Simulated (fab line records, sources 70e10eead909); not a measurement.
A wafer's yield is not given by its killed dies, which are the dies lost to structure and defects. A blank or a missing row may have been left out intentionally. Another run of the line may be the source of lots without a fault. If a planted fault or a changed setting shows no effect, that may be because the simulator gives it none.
fab line records -- flow nand_harc
record: lots: 6, wafers: 18, last_day: 24
route steps=1159 shown A_CONTACT@920 END@1159
lots with no fault: from the same line, run without faults
start_h: start of the lot's first displayed wafer, in hours after the record's first day -- wait_h: how many hours have passed since the lot's step before this one -- " repeats the value in the row above -- L1.1+2: a single row standing in for several wafers -- - no value, or no start given -- * or withheld: withheld -- < > ~ a bound
route shown NAME@n: NAME is a module with steps in the file, n the number in the route of the first one -- usual: mean/standard deviation taken from wafers without a fault -- same: alike in all rows -- chamber/n: place in a boat -- sites: the reading at each site -- _std_site: the values' standard deviation -- _edge_site: inner sites' mean taken away from outer sites' mean -- radius_mm: for every site, how far away it sits from the centre of the wafer -- mask NAME#n: copy n -- behind: the last tool/chamber to shape the wafer -- hold: cause of the lot's hold/its duration in hours/its outcome -- device: the n, p or np transistor that did not switch -- end of line: tests of these same wafers at the route's end -- step lacking rows: just its recipe -- killed: count of dies lost to structure and defects at first sort (not the wafer's yield) -- map: dies across one wafer; x = killed, . = not, _ = none there
set.NAME: the setting the step ran with; set.NAME@STEP: the setting that earlier step ran with -- model.NAME: the simulator's own value behind a step, which no gauge read
lots at some steps of the route; a table a step, a row a wafer
services: the hour from which a tool's chamber was out of use, counted from the record's first day as start_h (under 0 if before that day), plus the number of hours and why
== steps ==
step: NHARC_A_CONTACT_ETCH_106
recipe: target_depth_a: 600, overetch_a: 60, time_s: 33, ion_energy_ev: 100, cf4_flow_sccm: 80, o2_flow_sccm: 20, ar_flow_sccm: 0, rf_w: 300, bias_w: 100, chemistry: CF4/O2
usual: drypump_motor_current_A: 5.8/0.42, oes_ar_750_au: 1.000/0.0044, oes_product_au: 1.001/0.0098, rf_vpp_V: 198.1/1.5, showerhead_plenum_p_Torr: 1.35/0.067, throttle_valve_pct: 13.398/0.0095
lot.wafer,tool,chamber,start_h,wait_h,drypump_motor_current_A,oes_ar_750_au,oes_product_au,rf_hours_counter_h,rf_vpp_V,showerhead_plenum_p_Torr,throttle_valve_pct
L187.1,rie_diel-09,0,386.46,0.1,5.6,1.004,0.995,48,199.0,1.26,13.392
L187.2,rie_diel-09,3,386.46,0.1,6.2,1.001,0.993,49,199.5,1.42,13.389
L187.6,rie_diel-09,0,386.46,0.1,5.6,0.999,0.995,-,199.0,1.26,13.387
L191.4,rie_diel-10,2,405.52,0.1,6.7,1.010,1.000,7,201.0,1.40,13.408
L191.1,rie_diel-10,3,405.52,0.1,5.5,0.998,0.981,7,198.6,1.34,13.416
L191.3,rie_diel-10,0,405.52,0.1,5.7,1.000,1.000,6,199.0,1.42,13.397
L197.4,rie_diel-10,1,453.33,0.3,5.7,0.995,0.999,15,196.3,1.24,13.426
L197.6,rie_diel-10,1,453.33,0.3,5.7,0.999,1.006,-,196.2,1.24,13.391
L197.5,rie_diel-10,2,453.33,0.3,6.7,1.006,1.003,-,199.1,1.40,13.404
L196.4,rie_diel-10,0,455.42,0.1,5.7,1.002,1.010,16,199.2,1.42,13.401
L196.1,rie_diel-10,1,455.42,0.1,5.8,0.994,1.004,16,195.3,1.24,13.398
L196.6,rie_diel-10,0,455.42,0.1,5.7,1.001,1.008,-,199.3,1.42,13.389
L200.3,rie_diel-10,3,468.49,0.1,5.4,1.002,0.997,19,197.5,1.34,13.386
L200.4,rie_diel-10,0,468.49,0.1,5.7,0.998,1.002,-,199.7,1.42,13.398
L200.6,rie_diel-10,3,468.49,0.1,5.5,0.994,0.991,-,198.1,1.34,13.374
L207.4,rie_diel-09,3,513.05,0.1,6.2,1.006,1.025,26,198.6,1.41,13.400
L207.3,rie_diel-09,0,513.05,0.1,5.5,1.007,0.999,25,195.2,1.25,13.397
L207.6,rie_diel-09,1,513.05,0.1,5.2,0.993,0.992,-,199.1,1.38,13.404
step: NHARC_A_CONTACT_STRIP_82
recipe: o2_flow_sccm: 500, ar_flow_sccm: 0, bias_w: 0, chemistry: O2
usual: drypump_motor_current_A: 5.8/0.42, oes_product_au: 1.000/0.01, rf_vpp_V: 57.7/0.89, showerhead_plenum_p_Torr: 3.56/0.17, throttle_valve_pct: 17.037/0.009
lot.wafer,tool,chamber,start_h,wait_h,drypump_motor_current_A,oes_product_au,rf_hours_counter_h,rf_vpp_V,showerhead_plenum_p_Torr,throttle_valve_pct
L187.2,rie_diel-09,2,-,-,5.6,1.026,46,57.2,3.54,17.034
L187.1,rie_diel-09,3,-,-,6.2,1.001,49,58.1,3.74,17.024
L187.6,rie_diel-09,0,-,-,5.5,1.013,-,57.3,3.34,17.045
L191.1,rie_diel-10,3,-,-,5.5,0.981,7,57.8,3.55,17.028
L191.3,rie_diel-10,0,-,-,5.7,1.011,6,58.4,3.74,17.052
L191.4,rie_diel-10,1,-,-,5.8,1.002,6,56.9,3.30,17.029
L197.4,rie_diel-10,0,-,-,5.7,1.005,15,58.2,3.74,17.038
L197.5,rie_diel-10,3,-,-,5.5,0.991,-,56.5,3.55,17.042
L197.6,rie_diel-10,0,-,-,5.7,1.007,-,56.6,3.74,17.026
L196.4,rie_diel-10,2,-,-,6.7,1.007,16,58.8,3.70,17.029
L196.1,rie_diel-10,3,-,-,5.4,0.997,15,57.3,3.55,17.041
L196.6,rie_diel-10,1,-,-,5.8,1.003,-,56.4,3.30,17.046
L200.3,rie_diel-10,1,-,-,5.8,1.012,19,57.7,3.29,17.047
L200.6,rie_diel-10,1,-,-,5.8,1.010,-,56.8,3.29,17.027
L200.4,rie_diel-10,3,-,-,5.5,0.995,-,58.4,3.55,17.034
L207.4,rie_diel-09,0,-,-,5.6,0.989,25,57.3,3.31,17.033
L207.3,rie_diel-09,2,-,-,5.6,1.021,25,58.3,3.53,17.025
L207.6,rie_diel-09,0,-,-,5.6,1.002,-,56.1,3.31,17.043
step: NHARC_A_CONTACT_STRIP_83
recipe: time_s: 600, temp_c: 30, chemistry: post_etch_residue_remover
step: NHARC_A_CONTACT_DEP_84
recipe: target_thk_a: 20000, temp_c: 400, material: aC
usual: susceptor_temp_C: 399.97/0.23, throttle_valve_pct: 34.999/0.0085
lot.wafer,tool,chamber,start_h,wait_h,susceptor_temp_C,throttle_valve_pct
L187.1,acl_dep-02,0,387.18,-,399.96,35.004
L187.2,acl_dep-02,0,387.18,-,399.74,35.005
L187.6,acl_dep-02,0,387.18,-,399.86,34.997
L191.1,acl_dep-02,0,406.18,-,400.18,34.999
L191.3,acl_dep-02,0,406.18,-,399.99,35.007
L191.4,acl_dep-02,0,406.18,-,399.69,35.007
L197.4,acl_dep-02,0,456.75,-,400.11,35.008
L197.5,acl_dep-02,0,456.75,-,400.21,34.991
L197.6,acl_dep-02,0,456.75,-,400.39,34.964
L196.1,acl_dep-01,0,459.26,-,399.95,35.006
L196.4,acl_dep-01,0,459.26,-,399.99,35.012
L196.6,acl_dep-01,0,459.26,-,400.12,34.995
L200.3,acl_dep-02,0,470.34,-,400.18,35.006
L200.4,acl_dep-02,0,470.34,-,400.14,35.000
L200.6,acl_dep-02,0,470.34,-,400.36,35.001
L207.3,acl_dep-03,0,514.40,-,-,34.996
L207.4,acl_dep-03,0,514.40,-,-,35.005
L207.6,acl_dep-03,0,514.40,-,-,35.005
step: NHARC_A_CONTACT_DEP_85
recipe: target_thk_a: 500, target_thk_nm: 50, temp_c: 400, pressure_torr: 3.5, flow_sccm: 200, rf_w: 350, material: SiON
usual: chamber_pressure_Torr: 3.500/0.0074, heater_power_outer_w: 447/80, heater_power_w: 731/95, susceptor_temp_C: 400.01/0.24
lot.wafer,tool,chamber,start_h,wait_h,chamber_pressure_Torr,heater_power_outer_w,heater_power_w,susceptor_temp_C
L187.1,pecvd-02,2,388.57,1.2,3.496,597,892,399.96
L187.2,pecvd-02,1,388.57,1.2,3.499,523,785,399.57
L187.6,pecvd-02,2,388.57,1.2,3.499,616,920,400.13
L191.1,pecvd-02,2,407.44,1.1,3.502,630,945,399.76
L191.3,pecvd-02,1,407.44,1.1,3.500,477,694,399.88
L191.4,pecvd-02,1,407.44,1.1,3.500,485,715,399.87
L197.5,pecvd-03,0,457.52,0.4,3.510,450,743,399.62
L197.4,pecvd-03,1,457.52,0.4,3.511,427,721,399.70
L197.6,pecvd-03,2,457.52,0.4,3.496,410,693,400.61
L196.1,pecvd-03,2,460.54,1.1,3.497,397,675,399.68
L196.6,pecvd-03,2,460.54,1.1,3.506,403,670,399.65
L196.4,pecvd-03,1,460.54,1.1,3.488,395,687,399.95
L200.3,pecvd-01,1,471.26,0.7,3.502,349,696,399.85
L200.4,pecvd-01,2,471.26,0.7,3.500,468,777,400.22
L200.6,pecvd-01,1,471.26,0.7,3.504,360,676,399.57
L207.3,pecvd-03,0,515.30,0.7,3.502,430,720,399.79
L207.6,pecvd-03,1,515.30,0.7,3.508,448,750,399.73
L207.4,pecvd-03,2,515.30,0.7,3.501,384,674,399.67
step: NHARC_A_CONTACT_DEHYDRATE_00
recipe: temp_c: 150, time_s: 120
step: NHARC_A_CONTACT_HMDS_01
recipe: time_s: 30
step: NHARC_A_CONTACT_COAT_86
recipe: temp_c: 260, time_s: 75
step: NHARC_A_CONTACT_COAT_87
recipe: temp_c: 225, time_s: 65
step: NHARC_A_CONTACT_COAT_02
recipe: spin_rpm: 1500, resist_thk_nm: 90
step: NHARC_A_CONTACT_SOFTBAKE_03
recipe: temp_c: 105, time_s: 55
step: NHARC_A_CONTACT_EBR_04
step: NHARC_A_CONTACT_EXPOSE_05
recipe: na: 1.35, sigma_outer: 0.8, dose_mj: 84.24, mask_id: A_CC
usual: exposure_dose_mJ_cm2: 84.17/0.087, stage_vel_mm_s: 500.07/0.25
lot.wafer,tool,chamber,start_h,wait_h,mask,exposure_dose_mJ_cm2,stage_vel_mm_s
L187.1,arfi_scanner-01,0,389.15,-,A_CC#0,84.16,499.81
L187.2,arfi_scanner-01,0,389.15,-,A_CC#0,84.27,500.52
L187.6,arfi_scanner-01,0,389.15,-,A_CC#0,84.29,500.41
L191.1,arfi_scanner-03,0,408.03,-,A_CC#0,84.16,499.78
L191.3,arfi_scanner-03,0,408.03,-,A_CC#0,84.19,500.20
L191.4,arfi_scanner-03,0,408.03,-,A_CC#0,84.20,500.09
L197.4,arfi_scanner-03,0,458.03,-,A_CC#0,116.44,499.68
L197.5,arfi_scanner-03,0,458.03,-,A_CC#0,116.22,499.87
L197.6,arfi_scanner-03,0,458.03,-,A_CC#0,116.44,500.01
L196.1,arfi_scanner-03,0,460.99,-,A_CC#0,110.07,500.29
L196.4,arfi_scanner-03,0,460.99,-,A_CC#0,110.10,500.56
L196.6,arfi_scanner-03,0,460.99,-,A_CC#0,110.04,500.45
L200.3,arfi_scanner-01,0,471.67,-,A_CC#0,84.28,499.66
L200.4,arfi_scanner-01,0,471.67,-,A_CC#0,84.07,499.69
L200.6,arfi_scanner-01,0,471.67,-,A_CC#0,84.10,499.81
L207.3,arfi_scanner-01,0,515.83,-,A_CC#0,84.12,500.50
L207.4,arfi_scanner-01,0,515.83,-,A_CC#0,84.22,499.93
L207.6,arfi_scanner-01,0,515.83,-,A_CC#0,84.22,500.41
step: NHARC_A_CONTACT_PEB_06
recipe: peb_temp_c: 100, peb_time_s: 65
step: NHARC_A_CONTACT_DEVELOP_07
recipe: develop_time_s: 35, dev_temp_c: 23
step: NHARC_A_CONTACT_CD_MEAS_08
recipe: target_cd_nm: 100, landing_energy_ev: 500
usual: cd_nm: 100.1/0.52
lot.wafer,tool,chamber,start_h,wait_h,cd_nm
L187.1,cd_sem-01,0,389.29,-,99.0
L187.2,cd_sem-01,0,389.29,-,99.1
L187.6,cd_sem-01,0,389.29,-,99.4
L191.1,cd_sem-01,0,408.17,-,100.1
L191.3,cd_sem-01,0,408.17,-,100.5
L191.4,cd_sem-01,0,408.17,-,100.1
L197.4,cd_sem-03,0,458.16,-,126.6
L197.5,cd_sem-03,0,458.16,-,126.9
L197.6,cd_sem-03,0,458.16,-,126.2
L196.1,cd_sem-01,0,461.13,-,121.1
L196.4,cd_sem-01,0,461.13,-,120.8
L196.6,cd_sem-01,0,461.13,-,120.9
L200.3,cd_sem-01,0,471.81,-,100.1
L200.4,cd_sem-01,0,471.81,-,100.6
L200.6,cd_sem-01,0,471.81,-,99.6
L207.3,cd_sem-03,0,515.96,-,100.2
L207.4,cd_sem-03,0,515.96,-,100.1
L207.6,cd_sem-03,0,515.96,-,100.3
step: NHARC_A_CONTACT_OVL_MEAS_09
usual: overlay_x_nm: 0.0/0.71, overlay_y_nm: -0.1/0.84
lot.wafer,tool,chamber,start_h,wait_h,overlay_x_nm,overlay_y_nm
L187.1,overlay-01,-,389.38,-,-0.6,-0.6
L187.2,overlay-01,-,389.38,-,-0.4,-0.7
L187.6,overlay-01,-,389.38,-,-0.8,-0.1
L191.1,overlay-02,-,408.26,-,0.7,0.0
L191.3,overlay-02,-,408.26,-,-0.1,0.1
L191.4,overlay-02,-,408.26,-,0.2,0.1
L197.4,overlay-02,-,458.24,-,-0.1,0.3
L197.5,overlay-02,-,458.24,-,-0.1,0.0
L197.6,overlay-02,-,458.24,-,-0.3,0.2
L196.1,overlay-02,-,461.22,-,0.9,-0.7
L196.4,overlay-02,-,461.22,-,0.5,-0.9
L196.6,overlay-02,-,461.22,-,0.8,-1.1
L200.3,overlay-01,-,471.91,-,-0.5,0.0
L200.4,overlay-01,-,471.91,-,-0.9,-0.1
L200.6,overlay-01,-,471.91,-,-0.2,-0.1
L207.3,overlay-02,-,516.05,-,-0.1,0.9
L207.4,overlay-02,-,516.05,-,-1.1,0.3
L207.6,overlay-02,-,516.05,-,-0.8,0.8
step: NHARC_END_SORT_01
recipe: temp_c: 25
usual: killed_at_array: 25/9.7, killed_at_other: 0.7/0.87, killed_at_periphery: 3.3/2.3, killed_dies: 29/11, killed_open: 3.6/2.1, killed_short: 2.3/1.7
same: gross_dies: 677
lot.wafer,tool,chamber,start_h,wait_h,killed_at_array,killed_at_other,killed_at_periphery,killed_dies,killed_open,killed_short
L187.1,prober-02,0,451.76,2.5,27,1,10,38,3,2
L187.2,prober-02,0,452.57,2.8,31,0,8,39,4,5
L187.6,prober-02,0,455.80,4.0,30,1,4,35,0,0
L191.1,prober-01,0,460.82,2.5,20,0,5,25,4,2
L191.3,prober-01,0,462.44,3.1,20,0,3,23,4,2
L191.4,prober-01,0,463.25,3.4,25,0,1,26,7,0
L197.4,prober-01,0,518.30,3.4,16,0,1,17,8,2
L197.5,prober-01,0,519.09,3.7,24,0,3,27,9,2
L197.6,prober-01,0,519.89,4.0,12,0,2,14,2,4
L196.1,prober-02,0,522.31,2.5,23,1,3,27,2,0
L196.4,prober-02,0,524.74,3.4,31,0,3,34,2,3
L196.6,prober-02,0,526.36,4.0,21,0,2,23,2,2
L200.3,prober-02,0,534.76,3.1,34,2,2,38,6,8
L200.4,prober-02,0,535.56,3.4,28,0,1,29,2,1
L200.6,prober-02,0,537.16,4.0,28,3,1,32,3,1
killed by level:class
L187.1 A_SLIT:chamber_film_flake=13 A_CHANNEL_HOLE_D1:chamber_film_flake=9 P_M1:chamber_film_flake=7 P_M0:geometric_particle:open=1 A_ONON_D1:geometric_particle:open=1 A_CHANNEL_FILL_D1:geometric_particle:short=1 A_WL_FILL:geometric_particle:short=1 A_CONTACT:geometric_particle:open=1
L187.2 A_SLIT:chamber_film_flake=10 A_CHANNEL_HOLE_D1:chamber_film_flake=9 A_CONTACT:chamber_film_flake=4 P_M1:chamber_film_flake=3 P_M1:geometric_particle:open=2 A_CHANNEL_HOLE_D1:geometric_particle:short=2 A_WL_FILL:geometric_particle:short=2 P_STI:chamber_film_flake=2
L187.6 A_SLIT:chamber_film_flake=13 A_CHANNEL_HOLE_D1:chamber_film_flake=10 A_CONTACT:chamber_film_flake=5 P_M1:chamber_film_flake=4 A_STAIRCASE:chamber_film_flake=2 THIN_TSV:chamber_film_flake=1
L191.1 A_CHANNEL_HOLE_D1:chamber_film_flake=12 A_CONTACT:geometric_particle:open=2 P_STI:chamber_film_flake=2 P_M0:geometric_particle:short=1 P_M1:geometric_particle:open=1 A_CHANNEL_FILL_D1:geometric_particle:open=1 A_CONTACT:geometric_particle:short=1 P_ZERO_WELL:chamber_film_flake=1
L191.3 A_CHANNEL_HOLE_D1:chamber_film_flake=11 A_CONTACT:geometric_particle:open=2 A_CONTACT:chamber_film_flake=2 P_M0:geometric_particle:open=1 A_CHANNEL_FILL_D1:geometric_particle:short=1 A_WL_FILL:geometric_particle:open=1 A_CONTACT:geometric_particle:short=1 P_STI:chamber_film_flake=1
L191.4 A_CHANNEL_HOLE_D1:chamber_film_flake=15 A_CONTACT:chamber_film_flake=3 A_ONON_D1:geometric_particle:open=2 A_CONTACT:geometric_particle:open=2 P_M0:geometric_particle:open=1 A_SOURCE_PLATE:geometric_particle:open=1 A_BLC:geometric_particle:open=1 A_STAIRCASE:chamber_film_flake=1
L197.4 A_CONTACT:geometric_particle:open=3 A_WL_FILL:chamber_film_flake=3 A_M0:geometric_particle:open=2 A_M1:geometric_particle:open=2 A_CHANNEL_HOLE_D1:chamber_film_flake=2 A_SGD_CUT:geometric_particle:open=1 A_WL_FILL:geometric_particle:short=1 A_CONTACT:geometric_particle:short=1
L197.5 A_CHANNEL_HOLE_D1:chamber_film_flake=7 A_STAIRCASE:chamber_film_flake=5 A_CONTACT:chamber_film_flake=3 A_ONON_D1:geometric_particle:open=2 P_STI:geometric_particle:open=1 P_GATE:geometric_particle:short=1 P_CONTACT:geometric_particle:open=1 A_CHANNEL_HOLE_D1:geometric_particle:short=1
L197.6 A_CHANNEL_HOLE_D1:chamber_film_flake=2 A_STAIRCASE:chamber_film_flake=2 A_WL_FILL:chamber_film_flake=2 A_CONTACT:chamber_film_flake=2 P_CONTACT:geometric_particle:open=1 P_M0:geometric_particle:short=1 A_ONON_D1:geometric_particle:short=1 A_CHANNEL_FILL_D1:geometric_particle:short=1
L196.1 A_CHANNEL_HOLE_D1:chamber_film_flake=13 A_STAIRCASE:chamber_film_flake=6 A_CONTACT:chamber_film_flake=3 P_STI:chamber_film_flake=2 P_M0:geometric_particle:open=1 A_CONTACT:geometric_particle:open=1 THIN_TSV:chamber_film_flake=1
L196.4 A_CHANNEL_HOLE_D1:chamber_film_flake=15 A_CONTACT:chamber_film_flake=11 A_STAIRCASE:chamber_film_flake=3 P_GATE:geometric_particle:short=1 P_CONTACT:geometric_particle:open=1 P_M0:geometric_particle:short=1 A_CONTACT:geometric_particle:open=1 A_BLC:geometric_particle:short=1
L196.6 A_CHANNEL_HOLE_D1:chamber_film_flake=12 A_STAIRCASE:chamber_film_flake=5 A_CONTACT:chamber_film_flake=2 P_GATE:geometric_particle:open=1 P_CONTACT:geometric_particle:short=1 A_CHANNEL_HOLE_D1:geometric_particle:open=1 A_SLIT:geometric_particle:short=1
L200.3 A_SLIT:chamber_film_flake=11 A_ONON_D1:geometric_particle:short=4 A_CONTACT:chamber_film_flake=4 A_CONTACT:geometric_particle:open=3 A_CHANNEL_HOLE_D1:chamber_film_flake=3 A_ONON_D1:geometric_particle:open=2 THIN_TSV:chamber_film_flake=2 A_SOURCE_PLATE:geometric_particle:short=1
L200.4 A_SLIT:chamber_film_flake=12 A_CHANNEL_HOLE_D1:chamber_film_flake=8 A_CONTACT:chamber_film_flake=4 P_M1:geometric_particle:open=1 A_SOURCE_PLATE:geometric_particle:short=1 A_ONON_D1:geometric_particle:open=1 A_STAIRCASE:chamber_film_flake=1 A_WL_FILL:chamber_film_flake=1
L200.6 A_SLIT:chamber_film_flake=9 A_CHANNEL_HOLE_D1:chamber_film_flake=7 A_CONTACT:chamber_film_flake=5 THIN_TSV:chamber_film_flake=3 A_STAIRCASE:chamber_film_flake=3 P_CONTACT:geometric_particle:open=1 A_ONON_D1:geometric_particle:open=1 A_WL_FILL:geometric_particle:short=1
== services ==
tool,chamber,start_h,hours,kind
rie_diel-10,0,362.58,-,clean
rie_diel-10,1,362.58,-,clean
arfi_scanner-01,-,368.00,4.0,pm
arfi_scanner-03,-,376.77,8.8,repair
pecvd-01,-,398.70,2.1,repair
rie_diel-09,2,401.69,12.6,repair
acl_dep-03,-,407.12,13.0,pm
pecvd-01,-,411.71,0.6,repair
arfi_scanner-01,-,414.53,2.2,repair
pecvd-01,-,418.51,13.0,pm
acl_dep-01,-,422.22,0.5,repair
rie_diel-09,2,428.25,14.1,repair
rie_diel-09,-,431.26,9.0,pm
pecvd-01,-,452.34,6.1,repair
rie_diel-09,3,453.44,1.9,repair
arfi_scanner-01,-,457.65,1.2,repair
rie_diel-09,-,461.79,0.3,repair
rie_diel-10,2,462.02,18.7,repair
pecvd-03,-,473.07,13.0,pm
acl_dep-01,-,476.13,13.0,pm
arfi_scanner-03,-,484.00,4.0,pm
acl_dep-02,-,485.88,5.3,repair
pecvd-01,-,488.28,0.4,repair
pecvd-02,-,515.26,13.0,pm
== key ==
first_sign: step: NHARC_A_CONTACT_EXPOSE_05, reading: exposure_dose_mJ_cm2, direction: up, sigmas: 99+, usual: 84.17, struck: 113.22
effect: step: NHARC_A_CONTACT_CD_MEAS_08, reading: cd_nm, direction: up, sigmas: 46, usual: 100.1, struck: 123.7, through: control_loop
met_at NHARC_A_CONTACT_EXPOSE_05
struck_wafers L196.1,L196.4,L196.6,L197.4,L197.5,L197.6
tester_left_out L196,L197
loop_trim: step: NHARC_A_CONTACT_EXPOSE_05, setting: dose, lots: L196
onset_between 408.03 458.03
fault: kind: process_parameter_drift, tool: arfi_scanner-03, chamber: -, onset_h: 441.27, steps: NHARC_A_CONTACT_EXPOSE_05, channel: dose_mj, offset: 32.372, shape: step, acts_in: these_recipes_only, stated: 84.24
tester_left_out: of these lots the tester's yield and bins aren't shown, on N5 and GAA mostly nor the transistor test; their killed dies are dies lost to structure and defects alone, not to doping, threshold or leakage, so they don't give the yield
loop_trim: a control loop set the setting to another value than it would have without faults
